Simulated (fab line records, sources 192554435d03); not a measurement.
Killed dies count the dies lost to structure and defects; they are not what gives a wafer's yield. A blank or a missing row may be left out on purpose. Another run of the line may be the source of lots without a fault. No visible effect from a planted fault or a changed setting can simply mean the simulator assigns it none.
fab line records	flow n5-finfet
[record] lots = 7	wafers = 21	last-day = 18
route steps=1938 shown GATE_CUT@475 BEOL_M4@1111 PASSIVATION@1936
lots that met no fault: from a run of the same line without faults
start-h: hours from the record's opening day to when the first of the lot's shown wafers began	wait-h: hours since the lot's step before	" identical to the entry in the row above	L1.1+2: a single row standing in for several wafers	- value missing, or start not given	* or withheld: withheld	< > ~ a bound
route shown NAME@n: NAME is a module with steps in the file, n the number in the route of the first one	usual: mean/standard deviation taken from wafers without a fault	same: alike in all rows	chamber/n: place in a boat	sites: per-site readings	_std_site: standard deviation across them	_edge_site: mean of outer sites minus mean of inner sites	radius-mm: for every site, how far away it sits from the centre of the wafer	mask NAME#n: copy n	behind: the last tool/chamber to shape the wafer	hold: the reason the lot was held/the length of the hold in hours/how it ended	device: whichever transistor did not switch (one of n, p or np)	end of line: tests run on the same wafers once the route is complete	for a step that has no rows: nothing shown but its recipe	killed: dies that structure and defects cost at the first sort, which is not the same as the wafer's yield	map: the dies of a wafer, with x for killed, . for not killed, _ for no die there
set.NAME: the run value of the setting; set.NAME@STEP: its run value at that earlier step	model.NAME: the simulator's own value behind a step, which no gauge read
route steps across a sampled set of lots; one table per step, one row per wafer
services: the hour from which a tool's chamber was out of use, counted from the record's first day as start-h (under 0 if before that day), plus the number of hours and why
[[steps]]
[step N5_GATE_CUT_CMP_02]
[recipe] stop-on = SiO2	t-overpolish-s = 12.7	post-cmp-clean = alkaline-brush	down-force-psi = 2.5	platen-rpm = 51.8	pad-velocity-m-s = 1.0307	target-thk-nm = 0
[usual] motor-current-A = 8.8/0.75	overpolish-run-s = 12.699/0.0093	time-to-endpoint-s = 25.3/2.1
lot.wafer	tool	chamber	start-h	wait-h	motor-current-A	overpolish-run-s	time-to-endpoint-s
L226.1	cmp-02	1	93.16	0.1	9.7	12.703	26.8
L226.4	"	3	"	"	8.8	12.704	25.8
L226.3	"	0	"	"	8.2	12.709	26.1
L229.3	cmp-02	1	110.42	0.1	9.7	12.696	26.0
L229.2	"	2	"	"	8.0	12.699	25.4
L229.4	"	0	"	"	7.8	12.684	27.6
L238.1	cmp-02	2	169.20	0.1	8.0	12.714	19.5
L238.2	"	3	"	"	8.6	12.712	21.0
L238.6	"	0	"	"	8.0	12.697	19.0
L239.4	cmp-01	0	174.59	0.0	9.0	12.712	24.3
L239.1	"	1	"	"	9.3	12.690	22.6
L239.2	"	2	"	"	8.0	12.703	25.3
L240.3	cmp-04	0	182.75	0.1	8.3	12.707	25.4
L240.2	"	2	"	"	10.6	12.703	24.2
L240.1	"	3	"	"	8.7	12.695	24.1
L245.2	cmp-01	0	208.70	0.1	9.2	12.692	31.2
L245.3	"	2	"	"	8.6	12.687	29.2
L245.6	"	0	"	"	8.6	12.692	29.9
L247.1	cmp-01	0	221.59	0.1	8.5	12.696	26.8
L247.4	"	1	"	"	9.0	12.705	26.8
L247.6	"	0	"	"	9.3	12.699	28.1
[step N5_GATE_CUT_CD_MEAS_13]
[recipe] target-cd-nm = 20	landing-energy-ev = 500	detector = se-inlens
[usual] cd-nm = 19.96/0.24
[same] landing-energy-ev = 500
lot.wafer	tool	chamber	start-h	wait-h	cd-nm
L226.1	cd-sem-03	0	93.83	-	19.91
L226.3	"	0	"	"	19.90
L226.4	"	0	"	"	19.80
L229.2	cd-sem-03	0	111.09	-	19.92
L229.3	"	0	"	"	19.93
L229.4	"	0	"	"	19.98
L238.1	cd-sem-02	0	169.94	-	20.40
L238.2	"	0	"	"	20.12
L238.6	"	0	"	"	19.79
L239.1	cd-sem-02	0	175.38	-	19.68
L239.2	"	0	"	"	19.78
L239.4	"	0	"	"	19.48
L240.1	cd-sem-02	0	183.42	-	19.84
L240.2	"	0	"	"	19.94
L240.3	"	0	"	"	20.03
L245.2	cd-sem-02	0	209.33	-	20.18
L245.3	"	0	"	"	20.20
L245.6	"	0	"	"	20.11
L247.1	cd-sem-01	0	222.39	-	19.74
L247.4	"	0	"	"	19.47
L247.6	"	0	"	"	20.09
[step N5_GATE_CUT_ETCH_37]
[recipe] chemistry = N2/H2	target = SOC	target-depth-a = 600	overetch-a = 120	mask-material = SiARC	temp-c = 40	time-s = 90	ion-energy-ev = 200	pressure-mtorr = 30	source-w = 840	bias-w = 150	n2-flow-sccm = 200	h2-flow-sccm = 200
[usual] drypump-motor-current-A = 5.7/0.34	oes-product-au = 0.70/0.066	rf-vpp-V = 523.8/2.9	showerhead-plenum-p-Torr = 2.53/0.11	throttle-valve-pct = 17.87/0.23
lot.wafer	tool	chamber	start-h	wait-h	drypump-motor-current-A	oes-product-au	rf-hours-counter-h	rf-vpp-V	showerhead-plenum-p-Torr	throttle-valve-pct
L226.1	rie-diel-06	0	94.03	0.0	5.7	0.75	81	528.5	2.69	17.90
L226.3	"	3	"	"	5.3	0.63	240	521.1	2.39	17.69
L226.4	"	2	"	"	5.9	0.67	139	521.1	2.45	18.17
L229.2	rie-diel-06	2	111.29	0.0	5.8	0.66	143	522.2	2.44	18.19
L229.3	"	0	"	"	5.8	0.75	87	526.4	2.69	17.92
L229.4	"	3	"	"	5.3	0.63	244	519.0	2.39	17.72
L238.1	rie-diel-06	2	170.14	0.0	5.9	0.63	161	519.8	2.44	18.19
L238.2	"	0	"	"	5.7	0.71	100	527.2	2.68	17.93
L238.6	"	0	"	"	5.7	0.73	-	528.4	2.68	17.93
L239.1	rie-diel-05	1	175.58	0.0	5.2	0.79	23	521.1	2.49	17.71
L239.2	"	3	"	"	5.6	0.83	12	522.7	2.50	17.73
L239.4	"	0	"	"	6.1	0.65	161	523.9	2.53	17.85
L240.1	rie-diel-06	2	183.62	0.0	5.9	0.63	166	521.1	2.43	18.22
L240.2	"	1	"	"	5.9	0.66	138	518.7	2.35	18.19
L240.3	"	3	"	"	5.3	0.87	1	528.7	2.71	17.33
L245.2	rie-diel-05	1	209.54	0.0	5.2	0.77	32	521.4	2.48	17.74
L245.3	"	0	"	"	6.2	0.64	171	523.5	2.53	17.85
L245.6	"	2	"	"	6.1	0.64	-	525.7	2.62	17.57
L247.1	rie-diel-05	2	222.59	0.0	6.0	0.64	216	527.0	2.62	17.57
L247.4	"	1	"	"	5.2	0.78	35	523.6	2.48	17.75
L247.6	"	0	"	"	6.2	0.64	-	524.0	2.53	17.86
[step N5_GATE_CUT_STRIP_41]
[recipe] chemistry = CF4	resist = SiARC	power-w = 300	bias-power-w = 75	pressure-mtorr = 50	cf4-flow-sccm = 150	rf-frequency-hz = 6e+07
[usual] drypump-motor-current-A = 5.7/0.35	oes-product-au = 0.181/0.017	power-w = 299.9/0.92	rf-vpp-V = 271.1/1.7	showerhead-plenum-p-Torr = 1.79/0.068	throttle-valve-pct = 13.64/0.21
lot.wafer	tool	chamber	start-h	wait-h	drypump-motor-current-A	oes-product-au	power-w	rf-hours-counter-h	rf-vpp-V	showerhead-plenum-p-Torr	throttle-valve-pct
L226.1	rie-diel-06	0	94.18	0.0	5.7	0.192	298.9	81	274.5	1.89	13.55
L226.3	"	3	"	"	5.3	0.162	300.0	240	268.4	1.71	13.69
L226.4	"	2	"	"	5.9	0.176	300.6	139	268.3	1.73	13.86
L229.2	rie-diel-06	2	111.43	0.0	5.9	0.172	300.1	143	270.7	1.73	13.88
L229.3	"	0	"	"	5.7	0.195	299.9	87	273.1	1.88	13.57
L229.4	"	3	"	"	5.3	0.160	300.6	244	270.1	1.71	13.68
L238.1	rie-diel-06	2	170.28	0.0	5.9	0.163	301.0	161	270.1	1.72	13.93
L238.2	"	0	"	"	5.7	0.188	300.3	100	273.0	1.88	13.60
L238.6	"	0	"	"	5.7	0.190	299.3	-	272.7	1.88	13.58
L239.1	rie-diel-05	1	175.73	0.0	5.2	0.208	299.8	23	271.0	1.76	13.45
L239.2	"	3	"	"	5.6	0.216	299.1	12	270.8	1.77	13.28
L239.4	"	0	"	"	6.2	0.172	300.1	161	272.2	1.80	13.61
L240.1	rie-diel-06	2	183.77	0.0	5.9	0.166	300.4	166	269.1	1.72	13.91
L240.2	"	1	"	"	5.9	0.172	300.4	138	268.9	1.67	14.00
L240.3	"	3	"	"	5.3	0.233	299.8	1	274.2	1.92	13.17
L245.2	rie-diel-05	1	209.68	0.0	5.2	0.190	300.7	32	268.4	1.76	13.47
L245.3	"	0	"	"	6.1	0.167	300.2	171	270.3	1.79	13.64
L245.6	"	2	"	"	6.0	0.161	299.5	-	273.8	1.85	13.53
L247.1	rie-diel-05	2	222.73	0.0	6.0	0.167	300.8	216	273.0	1.85	13.53
L247.4	"	1	"	"	5.2	0.205	299.0	35	270.9	1.76	13.46
L247.6	"	0	"	"	6.2	0.161	301.2	-	270.4	1.79	13.63
[step N5_GATE_CUT_ETCH_19]
[recipe] chemistry = CH3F/O2	target = SiNx	mask-material = SiO2	target-depth-a = 537	time-s = 76.7	pressure-mtorr = 30	source-w = 395	bias-w = 73	Ar_flow_sccm = 150	CH3F_flow_sccm = 30	O2_flow_sccm = 20	ion-energy-ev = 120	ends = cleared
[usual] drypump-motor-current-A = 5.7/0.34	etch-rf-on-time-s = 76.8/1.1	oes_f_703_au = 0.78/0.074	oes-product-au = 0.67/0.066	rf-vpp-V = 296.8/2.3	showerhead-plenum-p-Torr = 1.99/0.081	throttle-valve-pct = 16.40/0.2
lot.wafer	tool	chamber	start-h	wait-h	drypump-motor-current-A	etch-rf-on-time-s	oes_f_703_au	oes-product-au	rf-hours-counter-h	rf-vpp-V	showerhead-plenum-p-Torr	throttle-valve-pct
L226.1	rie-diel-06	0	94.24	0.0	5.8	77.1	0.85	0.72	81	295.9	2.11	16.32
L226.3	"	3	"	"	5.3	78.5	0.70	0.59	240	295.3	1.89	16.35
L226.4	"	2	"	"	5.9	77.8	0.76	0.63	139	293.5	1.92	16.65
L229.2	rie-diel-06	2	111.49	0.0	5.8	78.9	0.75	0.63	143	293.5	1.92	16.64
L229.3	"	0	"	"	5.7	78.2	0.84	0.70	87	296.4	2.10	16.34
L229.4	"	3	"	"	5.3	79.9	0.69	0.58	244	294.7	1.89	16.36
L238.1	rie-diel-06	2	170.34	0.0	5.9	77.5	0.73	0.33	161	292.6	1.92	16.65
L238.2	"	0	"	"	5.7	77.5	0.83	0.41	100	297.4	2.10	16.34
L238.6	"	0	"	"	5.7	78.3	0.82	0.69	-	298.1	2.10	16.37
L239.1	rie-diel-05	1	175.79	0.0	5.2	75.2	0.89	0.76	23	292.1	1.96	16.24
L239.2	"	3	"	"	5.6	75.5	0.94	0.80	12	297.0	1.97	16.14
L239.4	"	0	"	"	6.1	75.2	0.73	0.63	161	297.1	2.00	16.38
L240.1	rie-diel-06	2	183.83	0.0	5.9	78.9	0.73	0.35	166	292.9	1.91	16.66
L240.2	"	1	"	"	5.9	76.1	0.75	0.44	138	299.1	1.85	16.73
L240.3	"	3	"	"	5.3	75.6	0.98	0.61	1	301.0	2.14	15.89
L245.2	rie-diel-05	1	209.74	0.0	5.2	75.3	0.87	0.75	32	294.4	1.96	16.27
L245.3	"	0	"	"	6.1	75.5	0.72	0.62	171	296.2	2.00	16.39
L245.6	"	2	"	"	6.0	76.9	0.73	0.60	-	295.9	2.06	16.21
L247.1	rie-diel-05	2	222.79	0.0	6.0	77.5	0.72	0.60	216	296.0	2.06	16.21
L247.4	"	1	"	"	5.2	75.7	0.86	0.74	36	292.1	1.96	16.29
L247.6	"	0	"	"	6.1	75.7	0.71	0.61	-	298.8	2.00	16.41
[step N5_GATE_CUT_CUT_ETCH_53]
[recipe] chemistry = SF6/Cl2	target = W	mask-material = SiO2	target-depth-a = 792	pressure-mtorr = 8	icp-w = 900	bias-w = 80	SF6_flow_sccm = 40	Cl2_flow_sccm = 60	ends = cleared
[usual] drypump-motor-current-A = 5.8/0.34	etch-rf-on-time-s = 26.48/0.21	oes-product-au = 0.72/0.11	throttle-valve-pct = 28.92/0.15
lot.wafer	tool	chamber	start-h	wait-h	drypump-motor-current-A	etch-rf-on-time-s	oes-product-au	rf-hours-counter-h	throttle-valve-pct
L226.1	rie-metal-03	1	94.35	0.1	5.6	26.82	0.87	0	28.75
L226.3	"	1	"	"	5.6	26.72	0.88	-	28.76
L226.4	"	0	"	"	5.5	26.51	0.70	-	29.06
L229.2	rie-metal-03	1	111.60	0.1	5.6	26.77	0.84	2	28.77
L229.3	"	0	"	"	5.4	26.58	0.70	-	29.07
L229.4	"	1	"	"	5.6	26.58	0.85	-	28.77
L238.1	rie-metal-02	0	170.45	0.1	5.3	26.27	0.29	47	27.80
L238.2	"	1	"	"	5.7	26.07	0.41	1	27.67
L238.6	"	0	"	"	5.3	26.31	0.67	-	29.16
L239.1	rie-metal-03	1	175.90	0.1	5.6	26.79	0.80	7	28.77
L239.2	"	0	"	"	5.5	26.80	0.68	56	29.08
L239.4	"	0	"	"	5.5	26.55	0.69	-	29.07
L240.1	rie-metal-03	1	183.94	0.1	5.6	26.69	0.35	7	27.45
L240.2	"	0	"	"	5.5	26.29	0.33	56	27.94
L240.3	"	1	"	"	5.6	26.75	0.44	-	27.75
L245.2	rie-metal-03	0	209.85	0.1	5.4	26.12	0.68	58	29.08
L245.3	"	0	"	"	5.4	26.37	0.68	-	29.07
L245.6	"	0	"	"	5.4	26.29	0.68	-	29.07
L247.1	rie-metal-01	1	222.90	0.1	6.3	26.27	0.58	108	28.76
L247.4	"	0	"	"	6.1	26.00	0.82	-	28.91
L247.6	"	1	"	"	6.2	26.39	0.57	-	28.78
[step N5_GATE_CUT_CUT_ETCH_54]
[recipe] chemistry = Cl2/BCl3	target = TiN	mask-material = SiO2	target-depth-a = 967	pressure-mtorr = 10	icp-w = 1000	bias-w = 126	Cl2_flow_sccm = 53.25	bcl3-flow-sccm = 21.75	Ar_flow_sccm = 25	ends = cleared
[usual] drypump-motor-current-A = 5.8/0.34	etch-rf-on-time-s = 36.9/0.36	oes-product-au = 0.72/0.11	throttle-valve-pct = 22.27/0.15
lot.wafer	tool	chamber	start-h	wait-h	drypump-motor-current-A	etch-rf-on-time-s	oes-product-au	rf-hours-counter-h	throttle-valve-pct
L226.1	rie-metal-03	1	94.41	0.0	5.6	37.5	0.86	0	22.15
L226.3	"	1	"	"	5.6	37.3	0.87	-	22.13
L226.4	"	0	"	"	5.4	36.8	0.70	-	22.43
L229.2	rie-metal-03	1	111.66	0.0	5.6	37.1	0.85	2	22.15
L229.3	"	0	"	"	5.5	36.8	0.69	-	22.40
L229.4	"	1	"	"	5.6	36.8	0.85	-	22.15
L238.1	rie-metal-02	0	170.51	0.0	5.3	36.8	0.28	47	23.05
L238.2	"	1	"	"	5.7	36.5	0.40	1	22.77
L238.6	"	0	"	"	5.3	37.1	0.67	-	22.52
L239.1	rie-metal-03	1	175.96	0.0	5.6	37.2	0.80	7	22.16
L239.2	"	0	"	"	5.4	36.7	0.69	56	22.42
L239.4	"	0	"	"	5.5	36.6	0.68	-	22.42
L240.1	rie-metal-03	1	184.00	0.0	5.6	37.3	0.36	7	22.67
L240.2	"	0	"	"	5.5	37.2	0.35	56	22.87
L240.3	"	1	"	"	5.6	37.1	0.43	-	22.58
L245.2	rie-metal-03	0	209.91	0.0	5.5	36.6	0.68	58	22.42
L245.3	"	0	"	"	5.5	37.0	0.68	-	22.43
L245.6	"	0	"	"	5.4	36.5	0.69	-	22.42
L247.1	rie-metal-01	1	222.96	0.0	6.2	37.0	0.57	108	22.20
L247.4	"	0	"	"	6.2	36.8	0.81	-	22.11
L247.6	"	1	"	"	6.2	36.9	0.57	-	22.21
[step N5_BEOL_M4_RC_MEAS_101]
[usual] DIBL_N = 36.3/1.6	DIBL_P = 36.5/1.6	IOFF_N = 0.163/0.026	IOFF_P = 0.22/0.033	ION_N = 676/9.9	ION_P = 464/6.5	SS_N = 71.5/0.5	SS_P = 73.3/0.64	VT_N = 249.3/2.9	VT_P = -250/3.2
lot.wafer	tool	chamber	start-h	wait-h	DIBL_N[mV/V]	DIBL_P[mV/V]	IOFF_N[nA/um]	IOFF_P[nA/um]	ION_N[uA/um]	ION_P[uA/um]	SS_N[mV/dec]	SS_P[mV/dec]	VT_N[mV]	VT_P[mV]
L226.1	prober-02	0	200.28	0.1	36.5	35.4	0.157	0.23	674	461	72.0	72.8	251.4	-249
L226.3	"	0	"	"	38.0	37.1	0.188	0.26	685	476	72.2	73.8	244.5	-245
L226.4	"	0	"	"	35.6	34.9	0.149	0.22	695	479	71.3	73.0	246.2	-246
L229.2	prober-02	0	208.37	0.2	36.9	37.9	0.179	0.22	673	463	71.6	74.8	245.1	-251
L229.3	"	0	"	"	37.0	38.1	0.182	0.22	688	466	71.7	73.9	246.4	-250
L229.4	"	0	"	"	35.6	36.5	0.160	0.20	697	464	70.8	74.3	248.8	-253
L239.1	prober-02	0	266.32	0.0	33.4	33.8	0.116	0.16	656	456	70.8	72.8	254.8	-256
L239.2	"	0	"	"	36.1	36.6	0.158	0.20	679	457	71.7	73.6	248.3	-253
L239.4	"	0	"	"	36.3	36.6	0.153	0.19	669	459	71.2	73.0	251.0	-253
L238.6	prober-02	0	271.53	0.8	36.6	36.5	0.175	0.21	680	461	72.1	72.7	248.3	-249
L245.2	prober-01	0	309.38	0.2	35.9	35.8	0.146	0.20	667	459	71.0	73.1	253.6	-251
L245.3	"	0	"	"	35.8	36.3	0.143	0.20	671	467	71.2	73.1	250.4	-253
L245.6	"	0	"	"	35.9	36.1	0.152	0.20	675	462	71.4	72.5	251.3	-254
L247.1	prober-01	0	320.48	0.0	36.3	35.8	0.173	0.24	681	463	71.5	73.2	246.1	-246
L247.4	"	0	"	"	36.5	35.5	0.165	0.23	671	462	72.0	74.0	247.7	-246
L247.6	"	0	"	"	38.5	39.0	0.217	0.30	696	473	72.0	74.1	243.8	-245
[step N5_PASSIVATION_PROBE_49]
[usual] defect-limited-yield = 91.2/1.5	killed_at_M0_to_M3 = 32/9.6	killed_at_M4_up = 13/5.3	killed-at-contacts = 13/6.7	killed-at-front-end = 42/11	killed-at-other = 3.8/2.9	killed-dies = 103/17	killed-on-rim = 14/4.4	killed-open = 67/13	killed-short = 35/7.9	sort_bin_5_function = 5.2/0.94	sort_bin_6_memory = 3.3/0.64	sort-n-pass = 1077/17	sort-yield-pct = 91.2/1.5
[same] gross-dies = 1180	killed-at-back-side = 0	sort_bin_4_leakage[%] = 0	sort_bin_8_speed[%] = 0
lot.wafer	tool	chamber	start-h	wait-h	defect-limited-yield[%]	killed_at_M0_to_M3	killed_at_M4_up	killed-at-contacts	killed-at-front-end	killed-at-other	killed-dies	killed-on-rim	killed-open	killed-short	sort_bin_5_function[%]	sort_bin_6_memory[%]	sort-n-pass	sort-yield-pct[%]
L238.1	prober-01	-	378.37	0.0	9.2	45	12	6	995	14	1072	128	86	45	85.3	4.8	108	9.2
L238.2	prober-01	-	378.42	0.1	30.7	54	13	12	734	5	818	107	86	45	64.3	4.4	362	30.7
L238.6	prober-01	-	378.62	0.3	89.2	39	21	12	49	6	127	15	89	38	6.7	3.6	1053	89.2
L240.1	prober-01	-	402.21	0.0	8.1	45	14	15	1002	9	1085	135	75	55	87.2	4.2	95	8.1
L240.2	prober-01	-	402.26	0.1	39.1	15	12	7	682	3	719	22	37	16	59.5	1.4	461	39.1
L240.3	prober-01	-	402.31	0.1	35.1	22	16	16	708	4	766	140	64	28	61.4	3.1	414	35.1
// killed by level:class
L238.1 GATE_CUT:area-etch=941 FIN_SAQP:geometric-particle:open=24 BEOL_M3:geometric-particle:open=13 FIN_SAQP:geometric-particle:short=10 BEOL_M1:geometric-particle:open=10 STI_FIN_REVEAL:geometric-particle:open=8 BEOL_M3:geometric-particle:short=7 MOL_CONTACT_COAG:geometric-particle:open=5
L238.2 GATE_CUT:area-etch=687 STI_FIN_REVEAL:geometric-particle:open=22 BEOL_M1:geometric-particle:open=21 BEOL_M0:geometric-particle:short=11 FIN_SAQP:geometric-particle:open=10 BEOL_M0_SAQP:geometric-particle:short=8 MOL_CONTACT_COAG:geometric-particle:open=7 BEOL_M5:geometric-particle:open=6
L238.6 FIN_SAQP:geometric-particle:open=16 BEOL_M1:geometric-particle:open=13 MOL_CONTACT_COAG:geometric-particle:open=11 FIN_SAQP:geometric-particle:short=10 BEOL_M2:geometric-particle:open=8 BEOL_M4:geometric-particle:open=8 GATE_CUT:geometric-particle:short=5 BEOL_M0_SAQP:geometric-particle:short=5
L240.1 GATE_CUT:area-etch=953 MOL_CONTACT_COAG:geometric-particle:open=13 BEOL_M0_SAQP:geometric-particle:open=13 BEOL_M1:geometric-particle:open=11 FIN_SAQP:geometric-particle:short=10 GATE_CUT:geometric-particle:short=10 BEOL_M0_SAQP:geometric-particle:short=7 STI_FIN_REVEAL:geometric-particle:short=6
L240.2 GATE_CUT:area-etch=665 MOL_CONTACT_COAG:geometric-particle:open=6 STI_FIN_REVEAL:geometric-particle:open=4 BEOL_M2:geometric-particle:open=4 STARTING-WAFER:geometric-particle:short=4 BEOL_M4:geometric-particle:open=3 BEOL_M8:geometric-particle:open=3 FIN_SAQP:geometric-particle:open=2
L240.3 GATE_CUT:area-etch=672 MOL_CONTACT_COAG:geometric-particle:open=14 FIN_SAQP:geometric-particle:open=8 FIN_SAQP:geometric-particle:short=8 STI_FIN_REVEAL:geometric-particle:open=6 BEOL_M4:geometric-particle:open=6 BEOL_M2:geometric-particle:open=6 BEOL_M0_SAQP:geometric-particle:open=5
[[services]]
tool	chamber	start-h	hours	kind
rie-diel-05	1	74.20	-	clean
rie-diel-05	1	74.20	-	consumable-replace:focus-ring
rie-diel-05	1	74.20	19.4	scheduled-down
rie-diel-05	1	74.20	19.4	vent-cycle
cmp-01	-	80.62	2.4	repair
rie-metal-02	0	81.29	16.5	repair
rie-diel-05	3	106.00	-	clean
rie-diel-06	3	106.80	1.2	repair
rie-metal-02	-	108.99	2.8	pm
rie-diel-06	-	110.12	0.7	repair
cmp-04	-	134.97	0.8	repair
cmp-01	-	139.81	3.7	pm
cmp-04	-	145.28	1.4	repair
rie-diel-06	0	151.75	8.8	repair
rie-diel-06	3	160.69	-	clean
rie-diel-06	3	160.69	-	consumable-replace:focus-ring
rie-diel-06	3	160.69	-	consumable-replace:showerhead
rie-diel-06	3	160.69	18.1	scheduled-down
rie-diel-06	3	160.69	18.1	vent-cycle
cmp-02	-	160.82	0.3	repair
cmp-01	-	182.05	0.7	repair
rie-diel-06	1	185.66	1.9	repair
cmp-04	-	191.68	0.3	repair
cmp-02	-	205.70	5.9	pm
[[key]]
[first-sign] step = N5_GATE_CUT_ETCH_19	reading = oes-product-au	direction = down	sigmas = 3.6	usual = 0.67	struck = 0.43
[effect] step = N5_GATE_CUT_CUT_ETCH_53	reading = oes-product-au	direction = down	sigmas = 3.2	usual = 0.72	struck = 0.36
[effect] step = N5_GATE_CUT_CUT_ETCH_54	reading = oes-product-au	direction = down	sigmas = 3.2	usual = 0.72	struck = 0.36
[effect] step = N5_PASSIVATION_PROBE_49	reading = sort_bin_5_function	direction = up	sigmas = 70	usual = 5.2	struck = 71.6
[more-kills-born-at] N5_GATE_CUT_ETCH_37@rie-diel-06 = 3918
met-at N5_GATE_CUT_ETCH_37
struck-lots L238,L240
struck-wafers L238.1,L238.2,L240.1,L240.2,L240.3
later-rows-left-out L238.1,L238.2,L240.1,L240.2,L240.3
not-acting-at N5_GATE_CUT_CMP_02,N5_GATE_CUT_CD_MEAS_13,N5_GATE_CUT_STRIP_41
onset-between 111.29 170.14
[fault] kind = process-parameter-drift	tool = rie-diel-06	chamber = -	onset-h = 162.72	steps = N5_GATE_CUT_ETCH_37	channel = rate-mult	offset = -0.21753	shape = step	end-h = 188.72	scope = struck-wafers-only
// later-rows-left-out: the simulator's readings of these wafers behind a module that went badly wrong aren't trusted and aren't shown, but for the sort
